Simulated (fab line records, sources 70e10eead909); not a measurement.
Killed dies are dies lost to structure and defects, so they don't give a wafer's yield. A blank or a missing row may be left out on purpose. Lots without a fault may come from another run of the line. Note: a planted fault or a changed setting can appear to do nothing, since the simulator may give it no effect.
Chamber matching :: flow nand harc :: NHARC_P_M2_DESCUM_14 on rie diel-13 has 4 sister chambers
The step chemistry O2, time 3 s. 8 wafers are shown with their chamber, then 8 later ones without.

== EACH WAFER AND ITS CHAMBER ==
wafer: L495.1
chamber: 3
oes product au (a.u.): 0.980
throttle valve pct (%): 11.329

wafer: L495.5
chamber: 1
oes product au (a.u.): 0.995
throttle valve pct (%): 11.310

wafer: L496.4
chamber: 0
oes product au (a.u.): 1.005
throttle valve pct (%): 11.312

wafer: L496.6
chamber: 1
oes product au (a.u.): 0.995
throttle valve pct (%): 11.320

wafer: L499.2
chamber: 0
oes product au (a.u.): 1.010
throttle valve pct (%): 11.304

wafer: L499.3
chamber: 2
oes product au (a.u.): 0.987
throttle valve pct (%): 11.322

wafer: L499.6
chamber: 2
oes product au (a.u.): 0.992
throttle valve pct (%): 11.305

wafer: L501.1
chamber: 3
oes product au (a.u.): 0.989
throttle valve pct (%): 11.325

== WAFERS WHOSE CHAMBER IS MISSING ==
wafer: L501.2
oes product au (a.u.): 0.992
throttle valve pct (%): 11.320

wafer: L501.5
oes product au (a.u.): 1.000
throttle valve pct (%): 11.322

wafer: L509.2
oes product au (a.u.): 1.000
throttle valve pct (%): 11.308

wafer: L509.4
oes product au (a.u.): 0.988
throttle valve pct (%): 11.314

wafer: L509.5
oes product au (a.u.): 0.996
throttle valve pct (%): 11.318

wafer: L511.1
oes product au (a.u.): 0.987
throttle valve pct (%): 11.307

wafer: L511.3
oes product au (a.u.): 0.991
throttle valve pct (%): 11.310

wafer: L511.6
oes product au (a.u.): 0.982
throttle valve pct (%): 11.312

== WHICH CHAMBER EACH ONE RAN IN ==
wafer: L501.2
from the rows above: can't be placed: 1 or 2 or 3
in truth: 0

wafer: L501.5
from the rows above: can't be placed: 1 or 0 or 2
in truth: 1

wafer: L509.2
from the rows above: can't be placed: 1 or 0 or 2
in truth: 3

wafer: L509.4
from the rows above: can't be placed: 2 or 1 or 3
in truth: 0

wafer: L509.5
from the rows above: can't be placed: 1 or 2
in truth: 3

wafer: L511.1
from the rows above: can't be placed: 2 or 1 or 3
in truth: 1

wafer: L511.3
from the rows above: can't be placed: 2 or 1
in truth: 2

wafer: L511.6
from the rows above: can't be placed: 2 or 3 or 1
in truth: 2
0 of 8 placed correctly. Unplaceable from these rows: 8, with the true chamber sitting among the candidates in 4. 0 placed wrongly.
How it was worked out, from the rows above alone: a wafer's distance from a chamber is the root of the sum, over the readings, of the square of ((its reading less the chamber's mean) divided by the reading's scatter). The wafer belongs to the nearest chamber; if the next one is less than 2 further off, it can't be placed. The mean given for a chamber averages the wafers shown for that chamber. The scatter is the square root of a quotient: the sum, over the shown wafers, of each reading's squared deviation from its chamber's mean, divided by wafers minus chambers.
